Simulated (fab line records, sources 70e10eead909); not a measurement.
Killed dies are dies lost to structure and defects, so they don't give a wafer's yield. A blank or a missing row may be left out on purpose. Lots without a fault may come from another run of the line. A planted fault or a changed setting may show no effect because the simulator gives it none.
fab line records | flow nand_harc
record lots=6 wafers=18 last_day=26
route steps=1159 shown P_CONTACT@219 END@1159
lots that met no fault: from a run of the same line without faults
start_h: hours from the record's first day to the start of the lot's first wafer shown | wait_h: hours since the lot's step before | " the same as in the row above | L1.1+2: a row that stands for several wafers | - no value, or no start given | * or withheld: withheld | < > ~ a bound
route shown NAME@n: a module of which the file shows steps, and the number in the route of the first | usual: mean/standard deviation of fault-free wafers | same: alike in all rows | chamber/n: place in a boat | sites: the reading at each site | _std_site: their standard deviation | _edge_site: outer sites' mean less inner sites' | radius_mm: how far each site lies from the wafer's centre | mask NAME#n: copy n | behind: the tool/chamber that last shaped the wafer | hold: why the lot was held/for how many hours/how that ended | device: the transistor (n, p or np) that didn't switch | end of line: the same wafers' tests at the end of the route | a step without rows: its recipe alone | killed: dies lost to structure and defects at the first sort, not the wafer's yield | map: a wafer's dies, x killed, . not, _ none there
set.NAME: the setting as run; set.NAME@STEP: as run at that earlier step | model.NAME: the simulator's own value behind a step, which no gauge read
lots at some steps of the route; a table a step, a row a wafer
services: from which hour (start_h, from the record's first day; less than 0 if before it) a tool's chamber was out of use, for how many hours, and why
## steps
# step NHARC_P_CONTACT_CMP_01
# recipe target_thk_nm=200 material=SiO2
# usual motor_current_A=12.0/1.1
# columns lot.wafer tool chamber start_h wait_h motor_current_A
L523.3 cmp-04 2 150.46 - 12.7
L523.2 " 1 " " 12.8
L523.6 " 2 " " 13.1
L530.2 cmp-01 3 187.34 - 10.4
L530.4 " 1 " " 10.8
L530.6 " 2 " " 13.5
L531.3 cmp-04 2 194.64 - 12.9
L531.4 " 1 " " 13.2
L531.5 " 2 " " 13.1
L532.3 cmp-03 2 195.61 - 14.5
L532.4 " 3 " " 10.4
L532.6 " 1 " " 10.8
L534.1 cmp-04 0 217.13 - 11.6
L534.2 " 1 " " 12.8
L534.6 " 2 " " 12.5
L540.3 cmp-01 3 250.54 - 10.4
L540.4 " 0 " " 12.3
L540.5 " 0 " " 12.5
# step NHARC_P_CONTACT_SRD_03
# step NHARC_P_CONTACT_DEHYDRATE_04
# recipe temp_c=150 time_s=120
# step NHARC_P_CONTACT_HMDS_05
# recipe time_s=30
# step NHARC_P_CONTACT_COAT_33
# recipe temp_c=260 time_s=75
# step NHARC_P_CONTACT_COAT_34
# recipe temp_c=225 time_s=65
# step NHARC_P_CONTACT_COAT_06
# recipe spin_rpm=1500 resist_thk_nm=90
# step NHARC_P_CONTACT_SOFTBAKE_07
# recipe temp_c=105 time_s=55
# step NHARC_P_CONTACT_EBR_08
# step NHARC_P_CONTACT_EXPOSE_09
# recipe na=1.35 target_cd_nm=90 dose_mj=81.26 mask_id=P_CA
# step NHARC_P_CONTACT_PEB_10
# recipe peb_temp_c=100 peb_time_s=65
# step NHARC_P_CONTACT_DEVELOP_11
# recipe develop_time_s=35 dev_temp_c=23
# usual developer_temp_C=23.00/0.1
# columns lot.wafer tool chamber start_h wait_h developer_temp_C
L523.2 litho_track-01 0 151 - 22.94
L523.3 " 0 " " 22.80
L523.6 " 0 " " 23.09
L530.2 litho_track-04 0 187 - 23.04
L530.4 " 0 " " 22.94
L530.6 " 0 " " 22.96
L531.3 litho_track-04 0 195 - 22.00
L531.4 " 0 " " 21.92
L531.5 " 0 " " 22.07
L532.3 litho_track-01 0 196 - 23.01
L532.4 " 0 " " 23.16
L532.6 " 0 " " 23.06
L534.1 litho_track-04 0 217 - 21.93
L534.2 " 0 " " 21.96
L534.6 " 0 " " 21.85
L540.3 litho_track-06 0 251 - 22.88
L540.4 " 0 " " 22.96
L540.5 " 0 " " 22.86
# step NHARC_P_CONTACT_CD_MEAS_12
# recipe target_cd_nm=90 landing_energy_ev=500
# usual cd_nm=89.5/0.75
# columns lot.wafer tool chamber start_h wait_h cd_nm
L523.2 cd_sem-03 0 151.29 - 90.4
L523.3 " 0 " " 90.9
L523.6 " 0 " " 90.1
L530.2 cd_sem-01 0 188.02 - 89.9
L530.4 " 0 " " 89.5
L530.6 " 0 " " 90.1
L531.3 cd_sem-02 0 195.50 - 89.4
L531.4 " 0 " " 88.7
L531.5 " 0 " " 89.8
L532.3 cd_sem-03 0 196.29 - 89.8
L532.4 " 0 " " 88.6
L532.6 " 0 " " 89.5
L534.1 cd_sem-01 0 217.78 - 89.6
L534.2 " 0 " " 89.7
L534.6 " 0 " " 89.3
L540.3 cd_sem-03 0 251.25 - 90.4
L540.4 " 0 " " 90.5
L540.5 " 0 " " 89.8
# step NHARC_END_SORT_01
# recipe temp_c=25
# usual killed_at_array=27/12 killed_at_other=0.9/1.1 killed_at_periphery=3.2/2.4 killed_dies=31/12 killed_open=3.3/1.7 killed_short=2.0/1.6
# same gross_dies=677
# columns lot.wafer tool chamber start_h wait_h killed_at_array killed_at_other killed_at_periphery killed_dies killed_open killed_short
L531.3 prober-01 0 588.50 3.1 29 4 0 33 2 0
L531.4 prober-01 0 589.30 3.4 23 1 0 24 2 1
L531.5 prober-01 0 590.10 3.7 32 1 2 35 2 2
# killed by level:class
L531.3 A_SLIT:chamber_film_flake=15 A_CHANNEL_HOLE_D1:chamber_film_flake=5 THIN_TSV:chamber_film_flake=4 A_STAIRCASE:chamber_film_flake=3 A_SGD_CUT:geometric_particle:open=1 A_CONTACT:geometric_particle:open=1 A_WL_FILL:chamber_film_flake=1 A_CONTACT:chamber_film_flake=1
L531.4 A_SLIT:chamber_film_flake=9 A_CHANNEL_HOLE_D1:chamber_film_flake=6 A_STAIRCASE:chamber_film_flake=2 A_ONON_D1:geometric_particle:open=1 A_CHANNEL_FILL_D1:geometric_particle:short=1 A_M0:geometric_particle:open=1 A_CONTACT:chamber_film_flake=1 A_BLC:chamber_film_flake=1
L531.5 A_SLIT:chamber_film_flake=15 A_CHANNEL_HOLE_D1:chamber_film_flake=10 A_ONON_D1:geometric_particle:short=2 A_CONTACT:chamber_film_flake=2 P_GATE:geometric_particle:open=1 A_ONON_D1:geometric_particle:open=1 P_STI:chamber_film_flake=1 A_STAIRCASE:chamber_film_flake=1
## services
# columns tool chamber start_h hours kind
litho_track-04 - 141.00 7.0 pm
cmp-03 - 156.12 4.0 pm
cmp-03 - 160.12 - consumable_replace:conditioner
cmp-03 - 160.12 - consumable_replace:pad
cmp-01 - 179.50 4.0 pm
cmp-01 - 183.50 - consumable_replace:conditioner
cmp-01 - 183.50 - consumable_replace:pad
cmp-04 - 203.07 4.0 pm
cmp-04 - 207.07 - consumable_replace:conditioner
cmp-04 - 207.07 - consumable_replace:pad
cmp-04 - 208.22 0.2 repair
cmp-01 - 210.32 0.6 repair
cmp-01 - 240.66 1.2 repair
cmp-03 - 243.76 6.6 repair
## key
first_sign step=NHARC_P_CONTACT_DEVELOP_11 reading=developer_temp_C direction=down sigmas=10 usual=* struck=*
effect none on later readings
met_at NHARC_P_CONTACT_DEVELOP_11
struck_wafers L531.3,L531.4,L531.5,L534.1,L534.2,L534.6
tester_left_out L531,L534
loop_trim step=NHARC_P_CONTACT_EXPOSE_09 setting=dose lots=L534
onset_between 187 195
fault kind=process_parameter_drift tool=litho_track-04 chamber=- onset_h=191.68 steps=NHARC_P_CONTACT_DEVELOP_11 channel=dev_temp_c offset=* shape=step end_h=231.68 acts_in=* stated=*
# tester_left_out: of these lots the tester's yield and bins aren't shown, on N5 and GAA mostly nor the transistor test; their killed dies are dies lost to structure and defects alone, not to doping, threshold or leakage, so they don't give the yield
# loop_trim: a control loop set the setting to another value than it would have without faults
